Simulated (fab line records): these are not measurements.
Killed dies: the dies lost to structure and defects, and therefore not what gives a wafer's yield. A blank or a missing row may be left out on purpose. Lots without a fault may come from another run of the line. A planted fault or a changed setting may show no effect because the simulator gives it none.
fab line records / flow n5Finfet / part 2 of 2: steps 5 to 6 of 6
[record] lots = 23 wafers = 69 lastDay = 17
route steps=1938 shown MOL_CONTACT_COAG@609 BEOL_M0_SAQP@639
lots that met no fault: taken from a fault-free run of the same line
startH: the number of hours between the record's first day and the start of the first shown wafer of the lot / waitH: time in hours since the lot's previous step / " same as the row above / L1.1+2: a row that stands for several wafers / - no value present, or no start provided / * or withheld: withheld / < > ~ a bound
route shown NAME@n: a module of which the file shows steps, and the number in the route of the first / usual: mean/standard deviation of fault-free wafers / same: alike in all rows / chamber/n: place in a boat / sites: readings site by site / _std_site: how widely they spread, as a standard deviation / _edge_site: the outer-site mean with the inner-site mean subtracted / radiusMm: how far each site lies from the wafer's centre / mask NAME#n: copy n / behind: the last tool/chamber to shape the wafer / hold: what put the lot on hold/how long, in hours/how the hold closed / device: which transistor (n, p or np) failed to switch / end of line: at the end of the route, the tests of the same wafers / a step given without rows: its recipe and nothing more / killed: dies lost to structure and defects at the first sort, not the wafer's yield / map: the dies of a wafer, with x for killed, . for not killed, _ for no die there
set.NAME: the run value of the setting; set.NAME@STEP: its run value at that earlier step / model.NAME: the simulator's own value behind a step, which no gauge read
steps of the route over a sample of lots; a table a step, a row a wafer
services: the hour from which a tool's chamber was out of use, counted from the record's first day as startH (under 0 if before that day), plus the number of hours and why
[[steps]]
[step N5_BEOL_M0_SAQP_STRIP_108]
[recipe] chemistry = N2/H2 powerW = 500 tempC = 40 pressureMtorr = 50 rfFrequencyHz = 6e+07 overashFraction = 0.3 biasPowerW = 28 h2Frac = 0.5 n2FlowSccm = 300 h2FlowSccm = 300
[usual] drypumpMotorCurrentA = 5.7/0.59 h2FlowSccm = 300.2/0.88 oesProductAu = 0.81/0.068 powerW = 500.0/1.6 rfVppV = 121.8/0.98 showerheadPlenumPTorr = 3.36/0.069 throttleValvePct = 18.96/0.28
lot.wafer=L074.2 tool=rieDiel-03 chamber=0 startH=112.61 waitH=0.0 drypumpMotorCurrentA=5.4 h2FlowSccm=301.9 oesProductAu=0.85 powerW=499.9 rfHoursCounterH=57 rfVppV=119.9 showerheadPlenumPTorr=3.28 throttleValvePct=18.89
lot.wafer=L074.3 tool=rieDiel-03 chamber=3 startH=112.61 waitH=0.0 drypumpMotorCurrentA=6.6 h2FlowSccm=300.3 oesProductAu=0.85 powerW=500.9 rfHoursCounterH=67 rfVppV=121.4 showerheadPlenumPTorr=3.40 throttleValvePct=19.03
lot.wafer=L074.4 tool=rieDiel-03 chamber=3 startH=112.61 waitH=0.0 drypumpMotorCurrentA=6.6 h2FlowSccm=300.1 oesProductAu=0.85 powerW=501.2 rfHoursCounterH=- rfVppV=121.6 showerheadPlenumPTorr=3.40 throttleValvePct=19.03
lot.wafer=L075.1 tool=rieDiel-03 chamber=0 startH=116.78 waitH=0.0 drypumpMotorCurrentA=5.3 h2FlowSccm=299.4 oesProductAu=0.85 powerW=499.6 rfHoursCounterH=60 rfVppV=123.0 showerheadPlenumPTorr=3.28 throttleValvePct=18.90
lot.wafer=L075.5 tool=rieDiel-03 chamber=2 startH=116.78 waitH=0.0 drypumpMotorCurrentA=5.8 h2FlowSccm=299.8 oesProductAu=0.72 powerW=498.9 rfHoursCounterH=- rfVppV=122.6 showerheadPlenumPTorr=3.45 throttleValvePct=18.84
lot.wafer=L075.6 tool=rieDiel-03 chamber=3 startH=116.78 waitH=0.0 drypumpMotorCurrentA=6.7 h2FlowSccm=301.4 oesProductAu=0.84 powerW=500.0 rfHoursCounterH=- rfVppV=122.5 showerheadPlenumPTorr=3.40 throttleValvePct=19.05
lot.wafer=L077.3 tool=rieDiel-02 chamber=1 startH=129.69 waitH=0.0 drypumpMotorCurrentA=5.7 h2FlowSccm=299.8 oesProductAu=0.82 powerW=501.0 rfHoursCounterH=77 rfVppV=120.6 showerheadPlenumPTorr=3.26 throttleValvePct=19.26
lot.wafer=L077.4 tool=rieDiel-02 chamber=0 startH=129.69 waitH=0.0 drypumpMotorCurrentA=5.4 h2FlowSccm=299.9 oesProductAu=0.90 powerW=501.2 rfHoursCounterH=33 rfVppV=120.1 showerheadPlenumPTorr=3.32 throttleValvePct=18.62
lot.wafer=L077.6 tool=rieDiel-02 chamber=0 startH=129.69 waitH=0.0 drypumpMotorCurrentA=5.4 h2FlowSccm=301.2 oesProductAu=0.90 powerW=500.6 rfHoursCounterH=- rfVppV=120.8 showerheadPlenumPTorr=3.32 throttleValvePct=18.61
lot.wafer=L078.1 tool=rieDiel-03 chamber=1 startH=135.47 waitH=0.0 drypumpMotorCurrentA=4.8 h2FlowSccm=299.1 oesProductAu=0.94 powerW=501.0 rfHoursCounterH=3 rfVppV=123.1 showerheadPlenumPTorr=3.45 throttleValvePct=18.65
lot.wafer=L078.5 tool=rieDiel-03 chamber=1 startH=135.47 waitH=0.0 drypumpMotorCurrentA=4.8 h2FlowSccm=298.6 oesProductAu=0.95 powerW=500.4 rfHoursCounterH=- rfVppV=121.4 showerheadPlenumPTorr=3.45 throttleValvePct=18.65
lot.wafer=L078.6 tool=rieDiel-03 chamber=2 startH=135.47 waitH=0.0 drypumpMotorCurrentA=5.8 h2FlowSccm=300.1 oesProductAu=0.71 powerW=500.5 rfHoursCounterH=- rfVppV=122.7 showerheadPlenumPTorr=3.44 throttleValvePct=18.85
lot.wafer=L079.2 tool=rieDiel-03 chamber=3 startH=144.40 waitH=0.0 drypumpMotorCurrentA=6.7 h2FlowSccm=299.8 oesProductAu=0.85 powerW=498.2 rfHoursCounterH=77 rfVppV=120.8 showerheadPlenumPTorr=3.40 throttleValvePct=19.04
lot.wafer=L079.4 tool=rieDiel-03 chamber=0 startH=144.40 waitH=0.0 drypumpMotorCurrentA=5.3 h2FlowSccm=300.5 oesProductAu=0.85 powerW=501.5 rfHoursCounterH=67 rfVppV=121.7 showerheadPlenumPTorr=3.28 throttleValvePct=18.91
lot.wafer=L079.6 tool=rieDiel-03 chamber=3 startH=144.40 waitH=0.0 drypumpMotorCurrentA=6.7 h2FlowSccm=300.6 oesProductAu=0.84 powerW=499.1 rfHoursCounterH=- rfVppV=121.9 showerheadPlenumPTorr=3.40 throttleValvePct=19.04
lot.wafer=L081.1 tool=rieDiel-03 chamber=3 startH=151.78 waitH=0.0 drypumpMotorCurrentA=6.6 h2FlowSccm=301.1 oesProductAu=0.83 powerW=496.7 rfHoursCounterH=79 rfVppV=121.8 showerheadPlenumPTorr=3.40 throttleValvePct=19.04
lot.wafer=L081.2 tool=rieDiel-03 chamber=1 startH=151.78 waitH=0.0 drypumpMotorCurrentA=4.8 h2FlowSccm=300.5 oesProductAu=0.92 powerW=498.9 rfHoursCounterH=8 rfVppV=123.0 showerheadPlenumPTorr=3.45 throttleValvePct=18.66
lot.wafer=L081.5 tool=rieDiel-03 chamber=3 startH=151.78 waitH=0.0 drypumpMotorCurrentA=6.7 h2FlowSccm=300.4 oesProductAu=0.84 powerW=501.7 rfHoursCounterH=- rfVppV=121.6 showerheadPlenumPTorr=3.40 throttleValvePct=19.05
lot.wafer=L080.4 tool=rieDiel-02 chamber=0 startH=154.75 waitH=0.0 drypumpMotorCurrentA=5.4 h2FlowSccm=299.2 oesProductAu=0.89 powerW=501.6 rfHoursCounterH=40 rfVppV=120.3 showerheadPlenumPTorr=3.32 throttleValvePct=18.65
lot.wafer=L080.5 tool=rieDiel-02 chamber=0 startH=154.75 waitH=0.0 drypumpMotorCurrentA=5.4 h2FlowSccm=300.1 oesProductAu=0.89 powerW=500.3 rfHoursCounterH=- rfVppV=121.8 showerheadPlenumPTorr=3.32 throttleValvePct=18.65
lot.wafer=L080.6 tool=rieDiel-02 chamber=3 startH=154.75 waitH=0.0 drypumpMotorCurrentA=5.4 h2FlowSccm=301.7 oesProductAu=0.76 powerW=499.1 rfHoursCounterH=- rfVppV=120.6 showerheadPlenumPTorr=3.39 throttleValvePct=19.53
lot.wafer=L082.1 tool=rieDiel-03 chamber=2 startH=162.42 waitH=0.0 drypumpMotorCurrentA=5.7 h2FlowSccm=298.5 oesProductAu=0.70 powerW=502.0 rfHoursCounterH=227 rfVppV=122.6 showerheadPlenumPTorr=3.44 throttleValvePct=18.87
lot.wafer=L082.3 tool=rieDiel-03 chamber=1 startH=162.42 waitH=0.0 drypumpMotorCurrentA=4.8 h2FlowSccm=300.4 oesProductAu=0.91 powerW=501.0 rfHoursCounterH=11 rfVppV=122.9 showerheadPlenumPTorr=3.45 throttleValvePct=18.65
lot.wafer=L082.5 tool=rieDiel-03 chamber=2 startH=162.42 waitH=0.0 drypumpMotorCurrentA=5.8 h2FlowSccm=300.3 oesProductAu=0.70 powerW=501.0 rfHoursCounterH=- rfVppV=123.8 showerheadPlenumPTorr=3.44 throttleValvePct=18.86
lot.wafer=L083.1 tool=rieDiel-05 chamber=1 startH=164.36 waitH=0.0 drypumpMotorCurrentA=5.7 h2FlowSccm=299.8 oesProductAu=0.75 powerW=499.0 rfHoursCounterH=155 rfVppV=123.2 showerheadPlenumPTorr=3.46 throttleValvePct=18.51
lot.wafer=L083.3 tool=rieDiel-05 chamber=0 startH=164.36 waitH=0.0 drypumpMotorCurrentA=5.9 h2FlowSccm=300.7 oesProductAu=0.72 powerW=498.1 rfHoursCounterH=219 rfVppV=121.8 showerheadPlenumPTorr=3.31 throttleValvePct=19.27
lot.wafer=L083.5 tool=rieDiel-05 chamber=2 startH=164.36 waitH=0.0 drypumpMotorCurrentA=5.9 h2FlowSccm=300.8 oesProductAu=0.82 powerW=500.9 rfHoursCounterH=- rfVppV=122.2 showerheadPlenumPTorr=3.37 throttleValvePct=18.41
lot.wafer=L084.3 tool=rieDiel-03 chamber=0 startH=171.31 waitH=0.0 drypumpMotorCurrentA=5.3 h2FlowSccm=301.1 oesProductAu=0.84 powerW=498.8 rfHoursCounterH=75 rfVppV=120.8 showerheadPlenumPTorr=3.27 throttleValvePct=18.91
lot.wafer=L084.4 tool=rieDiel-03 chamber=2 startH=171.31 waitH=0.0 drypumpMotorCurrentA=5.8 h2FlowSccm=299.4 oesProductAu=0.70 powerW=502.5 rfHoursCounterH=229 rfVppV=122.6 showerheadPlenumPTorr=3.44 throttleValvePct=18.86
lot.wafer=L084.5 tool=rieDiel-03 chamber=3 startH=171.31 waitH=0.0 drypumpMotorCurrentA=6.6 h2FlowSccm=300.7 oesProductAu=0.84 powerW=498.9 rfHoursCounterH=- rfVppV=120.8 showerheadPlenumPTorr=3.39 throttleValvePct=19.04
lot.wafer=L085.1 tool=rieDiel-03 chamber=1 startH=179.03 waitH=0.0 drypumpMotorCurrentA=4.8 h2FlowSccm=299.9 oesProductAu=0.91 powerW=498.9 rfHoursCounterH=16 rfVppV=121.7 showerheadPlenumPTorr=3.44 throttleValvePct=18.66
lot.wafer=L085.4 tool=rieDiel-03 chamber=3 startH=179.03 waitH=0.0 drypumpMotorCurrentA=6.6 h2FlowSccm=300.3 oesProductAu=0.83 powerW=500.0 rfHoursCounterH=87 rfVppV=120.7 showerheadPlenumPTorr=3.39 throttleValvePct=19.07
lot.wafer=L085.5 tool=rieDiel-03 chamber=1 startH=179.03 waitH=0.0 drypumpMotorCurrentA=4.8 h2FlowSccm=302.6 oesProductAu=0.91 powerW=502.9 rfHoursCounterH=- rfVppV=121.2 showerheadPlenumPTorr=3.44 throttleValvePct=18.65
lot.wafer=L086.2 tool=rieDiel-03 chamber=3 startH=185.91 waitH=0.0 drypumpMotorCurrentA=6.6 h2FlowSccm=299.4 oesProductAu=0.84 powerW=499.7 rfHoursCounterH=90 rfVppV=122.3 showerheadPlenumPTorr=3.39 throttleValvePct=19.07
lot.wafer=L086.5 tool=rieDiel-03 chamber=1 startH=185.91 waitH=0.0 drypumpMotorCurrentA=4.8 h2FlowSccm=301.1 oesProductAu=0.90 powerW=499.2 rfHoursCounterH=- rfVppV=124.0 showerheadPlenumPTorr=3.44 throttleValvePct=18.68
lot.wafer=L086.6 tool=rieDiel-03 chamber=0 startH=185.91 waitH=0.0 drypumpMotorCurrentA=5.3 h2FlowSccm=299.2 oesProductAu=0.84 powerW=499.3 rfHoursCounterH=- rfVppV=121.5 showerheadPlenumPTorr=3.27 throttleValvePct=18.92
lot.wafer=L087.1 tool=rieDiel-03 chamber=3 startH=192.35 waitH=0.0 drypumpMotorCurrentA=6.7 h2FlowSccm=300.8 oesProductAu=0.82 powerW=501.2 rfHoursCounterH=92 rfVppV=121.3 showerheadPlenumPTorr=3.39 throttleValvePct=19.05
lot.wafer=L087.4 tool=rieDiel-03 chamber=0 startH=192.35 waitH=0.0 drypumpMotorCurrentA=5.3 h2FlowSccm=299.7 oesProductAu=0.83 powerW=500.8 rfHoursCounterH=- rfVppV=120.5 showerheadPlenumPTorr=3.27 throttleValvePct=18.95
lot.wafer=L087.5 tool=rieDiel-03 chamber=1 startH=192.35 waitH=0.0 drypumpMotorCurrentA=4.8 h2FlowSccm=298.8 oesProductAu=0.89 powerW=500.2 rfHoursCounterH=- rfVppV=122.6 showerheadPlenumPTorr=3.44 throttleValvePct=18.68
lot.wafer=L088.2 tool=rieDiel-03 chamber=3 startH=193.94 waitH=0.0 drypumpMotorCurrentA=6.6 h2FlowSccm=300.6 oesProductAu=0.82 powerW=499.7 rfHoursCounterH=93 rfVppV=121.7 showerheadPlenumPTorr=3.39 throttleValvePct=19.08
lot.wafer=L088.4 tool=rieDiel-03 chamber=0 startH=193.94 waitH=0.0 drypumpMotorCurrentA=5.3 h2FlowSccm=300.9 oesProductAu=0.82 powerW=501.7 rfHoursCounterH=- rfVppV=121.6 showerheadPlenumPTorr=3.27 throttleValvePct=18.95
lot.wafer=L088.6 tool=rieDiel-03 chamber=3 startH=193.94 waitH=0.0 drypumpMotorCurrentA=6.6 h2FlowSccm=301.3 oesProductAu=0.81 powerW=498.7 rfHoursCounterH=- rfVppV=121.7 showerheadPlenumPTorr=3.39 throttleValvePct=19.06
lot.wafer=L089.2 tool=rieDiel-02 chamber=3 startH=198.90 waitH=0.0 drypumpMotorCurrentA=5.4 h2FlowSccm=300.3 oesProductAu=0.75 powerW=499.3 rfHoursCounterH=168 rfVppV=120.6 showerheadPlenumPTorr=3.38 throttleValvePct=19.57
lot.wafer=L089.4 tool=rieDiel-02 chamber=1 startH=198.90 waitH=0.0 drypumpMotorCurrentA=5.7 h2FlowSccm=300.2 oesProductAu=0.80 powerW=500.3 rfHoursCounterH=98 rfVppV=122.8 showerheadPlenumPTorr=3.25 throttleValvePct=19.29
lot.wafer=L089.6 tool=rieDiel-02 chamber=0 startH=198.90 waitH=0.0 drypumpMotorCurrentA=5.4 h2FlowSccm=299.9 oesProductAu=0.86 powerW=502.6 rfHoursCounterH=- rfVppV=121.3 showerheadPlenumPTorr=3.31 throttleValvePct=18.65
lot.wafer=L090.3 tool=rieDiel-02 chamber=2 startH=201.67 waitH=0.0 drypumpMotorCurrentA=6.4 h2FlowSccm=302.1 oesProductAu=0.71 powerW=500.7 rfHoursCounterH=170 rfVppV=121.6 showerheadPlenumPTorr=3.33 throttleValvePct=18.94
lot.wafer=L090.5 tool=rieDiel-02 chamber=1 startH=201.67 waitH=0.0 drypumpMotorCurrentA=5.7 h2FlowSccm=300.2 oesProductAu=0.80 powerW=499.9 rfHoursCounterH=- rfVppV=121.0 showerheadPlenumPTorr=3.24 throttleValvePct=19.30
lot.wafer=L090.6 tool=rieDiel-02 chamber=0 startH=201.67 waitH=0.0 drypumpMotorCurrentA=5.4 h2FlowSccm=298.3 oesProductAu=0.86 powerW=501.5 rfHoursCounterH=- rfVppV=121.1 showerheadPlenumPTorr=3.31 throttleValvePct=18.67
lot.wafer=L091.1 tool=rieDiel-05 chamber=3 startH=209.31 waitH=0.0 drypumpMotorCurrentA=6.4 h2FlowSccm=301.3 oesProductAu=0.82 powerW=499.9 rfHoursCounterH=94 rfVppV=120.7 showerheadPlenumPTorr=3.27 throttleValvePct=19.51
lot.wafer=L091.2 tool=rieDiel-05 chamber=0 startH=209.31 waitH=0.0 drypumpMotorCurrentA=5.8 h2FlowSccm=301.5 oesProductAu=0.71 powerW=494.4 rfHoursCounterH=230 rfVppV=121.3 showerheadPlenumPTorr=3.31 throttleValvePct=19.28
lot.wafer=L091.6 tool=rieDiel-05 chamber=0 startH=209.31 waitH=0.0 drypumpMotorCurrentA=5.8 h2FlowSccm=301.7 oesProductAu=0.71 powerW=500.1 rfHoursCounterH=- rfVppV=121.8 showerheadPlenumPTorr=3.31 throttleValvePct=19.28
lot.wafer=L092.3 tool=rieDiel-02 chamber=1 startH=213.94 waitH=0.0 drypumpMotorCurrentA=5.7 h2FlowSccm=300.1 oesProductAu=0.80 powerW=498.3 rfHoursCounterH=101 rfVppV=120.7 showerheadPlenumPTorr=3.24 throttleValvePct=19.28
lot.wafer=L092.4 tool=rieDiel-02 chamber=3 startH=213.94 waitH=0.0 drypumpMotorCurrentA=5.4 h2FlowSccm=300.8 oesProductAu=0.75 powerW=499.8 rfHoursCounterH=172 rfVppV=122.8 showerheadPlenumPTorr=3.38 throttleValvePct=19.56
lot.wafer=L092.5 tool=rieDiel-02 chamber=0 startH=213.94 waitH=0.0 drypumpMotorCurrentA=5.4 h2FlowSccm=302.3 oesProductAu=0.87 powerW=498.8 rfHoursCounterH=- rfVppV=121.5 showerheadPlenumPTorr=3.31 throttleValvePct=18.69
lot.wafer=L093.2 tool=rieDiel-05 chamber=3 startH=222.35 waitH=0.0 drypumpMotorCurrentA=6.4 h2FlowSccm=298.4 oesProductAu=0.81 powerW=499.5 rfHoursCounterH=98 rfVppV=119.4 showerheadPlenumPTorr=3.27 throttleValvePct=19.51
lot.wafer=L093.4 tool=rieDiel-05 chamber=1 startH=222.35 waitH=0.0 drypumpMotorCurrentA=5.7 h2FlowSccm=299.8 oesProductAu=0.72 powerW=502.4 rfHoursCounterH=174 rfVppV=122.7 showerheadPlenumPTorr=3.45 throttleValvePct=18.56
lot.wafer=L093.5 tool=rieDiel-05 chamber=0 startH=222.35 waitH=0.0 drypumpMotorCurrentA=5.8 h2FlowSccm=300.5 oesProductAu=0.71 powerW=495.6 rfHoursCounterH=- rfVppV=122.6 showerheadPlenumPTorr=3.31 throttleValvePct=19.30
lot.wafer=L094.1 tool=rieDiel-02 chamber=3 startH=226.81 waitH=0.0 drypumpMotorCurrentA=5.4 h2FlowSccm=299.3 oesProductAu=0.74 powerW=498.4 rfHoursCounterH=176 rfVppV=121.0 showerheadPlenumPTorr=3.38 throttleValvePct=19.56
lot.wafer=L094.2 tool=rieDiel-02 chamber=0 startH=226.81 waitH=0.0 drypumpMotorCurrentA=5.4 h2FlowSccm=301.2 oesProductAu=0.86 powerW=500.3 rfHoursCounterH=62 rfVppV=120.5 showerheadPlenumPTorr=3.31 throttleValvePct=18.68
lot.wafer=L094.4 tool=rieDiel-02 chamber=1 startH=226.81 waitH=0.0 drypumpMotorCurrentA=5.7 h2FlowSccm=300.2 oesProductAu=0.78 powerW=500.4 rfHoursCounterH=105 rfVppV=120.4 showerheadPlenumPTorr=3.24 throttleValvePct=19.28
lot.wafer=L095.1 tool=rieDiel-03 chamber=3 startH=230.45 waitH=0.0 drypumpMotorCurrentA=6.7 h2FlowSccm=299.4 oesProductAu=0.81 powerW=499.2 rfHoursCounterH=103 rfVppV=122.6 showerheadPlenumPTorr=3.38 throttleValvePct=19.07
lot.wafer=L095.4 tool=rieDiel-03 chamber=2 startH=230.45 waitH=0.0 drypumpMotorCurrentA=5.7 h2FlowSccm=300.0 oesProductAu=0.69 powerW=500.0 rfHoursCounterH=240 rfVppV=122.9 showerheadPlenumPTorr=3.43 throttleValvePct=18.88
lot.wafer=L095.5 tool=rieDiel-03 chamber=2 startH=230.45 waitH=0.0 drypumpMotorCurrentA=5.8 h2FlowSccm=301.4 oesProductAu=0.69 powerW=500.6 rfHoursCounterH=- rfVppV=122.5 showerheadPlenumPTorr=3.43 throttleValvePct=18.90
lot.wafer=L096.1 tool=rieDiel-03 chamber=3 startH=243.53 waitH=0.0 drypumpMotorCurrentA=6.7 h2FlowSccm=298.7 oesProductAu=0.79 powerW=496.3 rfHoursCounterH=107 rfVppV=121.7 showerheadPlenumPTorr=3.38 throttleValvePct=19.08
lot.wafer=L096.2 tool=rieDiel-03 chamber=1 startH=243.53 waitH=0.0 drypumpMotorCurrentA=4.8 h2FlowSccm=300.7 oesProductAu=0.88 powerW=501.1 rfHoursCounterH=35 rfVppV=122.9 showerheadPlenumPTorr=3.43 throttleValvePct=18.72
lot.wafer=L096.3 tool=rieDiel-03 chamber=2 startH=243.53 waitH=0.0 drypumpMotorCurrentA=5.7 h2FlowSccm=300.1 oesProductAu=0.69 powerW=500.5 rfHoursCounterH=244 rfVppV=122.8 showerheadPlenumPTorr=3.43 throttleValvePct=18.90
lot.wafer=L097.1 tool=rieDiel-03 chamber=1 startH=252.20 waitH=0.0 drypumpMotorCurrentA=4.8 h2FlowSccm=300.2 oesProductAu=0.87 powerW=499.1 rfHoursCounterH=38 rfVppV=122.4 showerheadPlenumPTorr=3.43 throttleValvePct=18.72
lot.wafer=L097.2 tool=rieDiel-03 chamber=0 startH=252.20 waitH=0.0 drypumpMotorCurrentA=5.4 h2FlowSccm=300.9 oesProductAu=0.81 powerW=503.0 rfHoursCounterH=100 rfVppV=120.4 showerheadPlenumPTorr=3.26 throttleValvePct=18.97
lot.wafer=L097.6 tool=rieDiel-03 chamber=2 startH=252.20 waitH=0.0 drypumpMotorCurrentA=5.7 h2FlowSccm=299.9 oesProductAu=0.69 powerW=500.4 rfHoursCounterH=- rfVppV=122.1 showerheadPlenumPTorr=3.43 throttleValvePct=18.89
[step N5_BEOL_M0_SAQP_CD_MEAS_40]
[recipe] targetCdNm = 30 landingEnergyEv = 500 detector = seInlens
[usual] cdNm = 29.96/0.25
[same] landingEnergyEv = 500
lot.wafer=L074.2 tool=cdSem-02 chamber=0 startH=114.03 waitH=- cdNm=29.89
lot.wafer=L074.3 tool=cdSem-02 chamber=0 startH=114.03 waitH=- cdNm=29.94
lot.wafer=L074.4 tool=cdSem-02 chamber=0 startH=114.03 waitH=- cdNm=29.99
lot.wafer=L075.1 tool=cdSem-01 chamber=0 startH=118.04 waitH=- cdNm=29.51
lot.wafer=L075.5 tool=cdSem-01 chamber=0 startH=118.04 waitH=- cdNm=29.97
lot.wafer=L075.6 tool=cdSem-01 chamber=0 startH=118.04 waitH=- cdNm=29.84
lot.wafer=L077.3 tool=cdSem-01 chamber=0 startH=131.07 waitH=- cdNm=30.06
lot.wafer=L077.4 tool=cdSem-01 chamber=0 startH=131.07 waitH=- cdNm=29.80
lot.wafer=L077.6 tool=cdSem-01 chamber=0 startH=131.07 waitH=- cdNm=29.55
lot.wafer=L078.1 tool=cdSem-03 chamber=0 startH=137.90 waitH=- cdNm=30.11
lot.wafer=L078.5 tool=cdSem-03 chamber=0 startH=137.90 waitH=- cdNm=30.10
lot.wafer=L078.6 tool=cdSem-03 chamber=0 startH=137.90 waitH=- cdNm=29.92
lot.wafer=L079.2 tool=cdSem-02 chamber=0 startH=145.77 waitH=- cdNm=30.03
lot.wafer=L079.4 tool=cdSem-02 chamber=0 startH=145.77 waitH=- cdNm=30.29
lot.wafer=L079.6 tool=cdSem-02 chamber=0 startH=145.77 waitH=- cdNm=29.75
lot.wafer=L081.1 tool=cdSem-03 chamber=0 startH=153.77 waitH=- cdNm=30.18
lot.wafer=L081.2 tool=cdSem-03 chamber=0 startH=153.77 waitH=- cdNm=30.24
lot.wafer=L081.5 tool=cdSem-03 chamber=0 startH=153.77 waitH=- cdNm=30.22
lot.wafer=L080.4 tool=cdSem-02 chamber=0 startH=156.04 waitH=- cdNm=29.81
lot.wafer=L080.5 tool=cdSem-02 chamber=0 startH=156.04 waitH=- cdNm=30.05
lot.wafer=L080.6 tool=cdSem-02 chamber=0 startH=156.04 waitH=- cdNm=30.13
lot.wafer=L082.1 tool=cdSem-03 chamber=0 startH=163.81 waitH=- cdNm=30.00
lot.wafer=L082.3 tool=cdSem-03 chamber=0 startH=163.81 waitH=- cdNm=30.19
lot.wafer=L082.5 tool=cdSem-03 chamber=0 startH=163.81 waitH=- cdNm=29.95
lot.wafer=L083.1 tool=cdSem-02 chamber=0 startH=166.24 waitH=- cdNm=30.12
lot.wafer=L083.3 tool=cdSem-02 chamber=0 startH=166.24 waitH=- cdNm=29.90
lot.wafer=L083.5 tool=cdSem-02 chamber=0 startH=166.24 waitH=- cdNm=29.62
lot.wafer=L084.3 tool=cdSem-02 chamber=0 startH=172.70 waitH=- cdNm=29.92
lot.wafer=L084.4 tool=cdSem-02 chamber=0 startH=172.70 waitH=- cdNm=30.12
lot.wafer=L084.5 tool=cdSem-02 chamber=0 startH=172.70 waitH=- cdNm=30.36
lot.wafer=L085.1 tool=cdSem-01 chamber=0 startH=180.42 waitH=- cdNm=29.97
lot.wafer=L085.4 tool=cdSem-01 chamber=0 startH=180.42 waitH=- cdNm=29.19
lot.wafer=L085.5 tool=cdSem-01 chamber=0 startH=180.42 waitH=- cdNm=30.06
lot.wafer=L086.2 tool=cdSem-02 chamber=0 startH=188.39 waitH=- cdNm=30.26
lot.wafer=L086.5 tool=cdSem-02 chamber=0 startH=188.39 waitH=- cdNm=29.85
lot.wafer=L086.6 tool=cdSem-02 chamber=0 startH=188.39 waitH=- cdNm=30.34
lot.wafer=L087.1 tool=cdSem-03 chamber=0 startH=194.10 waitH=- cdNm=29.98
lot.wafer=L087.4 tool=cdSem-03 chamber=0 startH=194.10 waitH=- cdNm=29.97
lot.wafer=L087.5 tool=cdSem-03 chamber=0 startH=194.10 waitH=- cdNm=29.90
lot.wafer=L088.2 tool=cdSem-03 chamber=0 startH=195.20 waitH=- cdNm=30.00
lot.wafer=L088.4 tool=cdSem-03 chamber=0 startH=195.20 waitH=- cdNm=29.28
lot.wafer=L088.6 tool=cdSem-03 chamber=0 startH=195.20 waitH=- cdNm=29.70
lot.wafer=L089.2 tool=cdSem-03 chamber=0 startH=200.34 waitH=- cdNm=29.86
lot.wafer=L089.4 tool=cdSem-03 chamber=0 startH=200.34 waitH=- cdNm=30.59
lot.wafer=L089.6 tool=cdSem-03 chamber=0 startH=200.34 waitH=- cdNm=30.19
lot.wafer=L090.3 tool=cdSem-03 chamber=0 startH=203.09 waitH=- cdNm=29.67
lot.wafer=L090.5 tool=cdSem-03 chamber=0 startH=203.09 waitH=- cdNm=29.77
lot.wafer=L090.6 tool=cdSem-03 chamber=0 startH=203.09 waitH=- cdNm=30.23
lot.wafer=L091.1 tool=cdSem-02 chamber=0 startH=210.73 waitH=- cdNm=29.82
lot.wafer=L091.2 tool=cdSem-02 chamber=0 startH=210.73 waitH=- cdNm=30.10
lot.wafer=L091.6 tool=cdSem-02 chamber=0 startH=210.73 waitH=- cdNm=30.19
lot.wafer=L092.3 tool=cdSem-01 chamber=0 startH=216.50 waitH=- cdNm=30.07
lot.wafer=L092.4 tool=cdSem-01 chamber=0 startH=216.50 waitH=- cdNm=30.10
lot.wafer=L092.5 tool=cdSem-01 chamber=0 startH=216.50 waitH=- cdNm=30.26
lot.wafer=L093.2 tool=cdSem-01 chamber=0 startH=223.78 waitH=- cdNm=29.94
lot.wafer=L093.4 tool=cdSem-01 chamber=0 startH=223.78 waitH=- cdNm=30.31
lot.wafer=L093.5 tool=cdSem-01 chamber=0 startH=223.78 waitH=- cdNm=30.08
lot.wafer=L094.1 tool=cdSem-02 chamber=0 startH=228.07 waitH=- cdNm=30.14
lot.wafer=L094.2 tool=cdSem-02 chamber=0 startH=228.07 waitH=- cdNm=29.98
lot.wafer=L094.4 tool=cdSem-02 chamber=0 startH=228.07 waitH=- cdNm=30.21
lot.wafer=L095.1 tool=cdSem-02 chamber=0 startH=232.16 waitH=- cdNm=29.48
lot.wafer=L095.4 tool=cdSem-02 chamber=0 startH=232.16 waitH=- cdNm=30.01
lot.wafer=L095.5 tool=cdSem-02 chamber=0 startH=232.16 waitH=- cdNm=30.06
lot.wafer=L096.1 tool=cdSem-01 chamber=0 startH=244.96 waitH=- cdNm=29.91
lot.wafer=L096.2 tool=cdSem-01 chamber=0 startH=244.96 waitH=- cdNm=29.94
lot.wafer=L096.3 tool=cdSem-01 chamber=0 startH=244.96 waitH=- cdNm=30.02
lot.wafer=L097.1 tool=cdSem-03 chamber=0 startH=254.03 waitH=- cdNm=30.07
lot.wafer=L097.2 tool=cdSem-03 chamber=0 startH=254.03 waitH=- cdNm=29.88
lot.wafer=L097.6 tool=cdSem-03 chamber=0 startH=254.03 waitH=- cdNm=29.86
[[services]]
tool=rieDiel-02 chamber=- startH=89.59 hours=0.7 kind=repair
tool=rieSi-02 chamber=0 startH=95.08 hours=3.3 kind=repair
tool=rieDiel-02 chamber=2 startH=95.78 hours=4.7 kind=repair
tool=rieDiel-02 chamber=3 startH=97.68 hours=4.5 kind=repair
tool=rieDiel-04 chamber=0 startH=102.22 hours=2.3 kind=repair
tool=rieSi-05 chamber=2 startH=106.40 hours=1.9 kind=repair
tool=rieDiel-03 chamber=1 startH=109.14 hours=- kind=clean
tool=rieDiel-03 chamber=1 startH=109.14 hours=- kind=consumableReplace:focusRing
tool=rieDiel-03 chamber=1 startH=109.14 hours=17.6 kind=scheduledDown
tool=rieDiel-03 chamber=1 startH=109.14 hours=17.6 kind=ventCycle
tool=rieDiel-02 chamber=3 startH=119.31 hours=7.9 kind=repair
tool=rieDiel-05 chamber=- startH=122.19 hours=0.2 kind=repair
tool=rieDiel-05 chamber=3 startH=129.67 hours=16.7 kind=repair
tool=rieDiel-06 chamber=0 startH=155.65 hours=13.1 kind=repair
tool=rieDiel-05 chamber=- startH=159.80 hours=1.1 kind=repair
tool=rieDiel-01 chamber=1 startH=173.91 hours=5.0 kind=repair
tool=rieDiel-06 chamber=1 startH=187.11 hours=16.2 kind=repair
tool=rieDiel-03 chamber=2 startH=189.48 hours=14.7 kind=repair
tool=rieDiel-01 chamber=2 startH=201.16 hours=- kind=clean
tool=rieDiel-01 chamber=2 startH=201.16 hours=- kind=consumableReplace:focusRing
tool=rieDiel-04 chamber=1 startH=204.77 hours=9.1 kind=repair
tool=rieDiel-06 chamber=3 startH=242.09 hours=1.5 kind=repair
tool=rieDiel-06 chamber=0 startH=242.48 hours=1.3 kind=repair
tool=rieDiel-02 chamber=- startH=249.58 hours=2.8 kind=pm
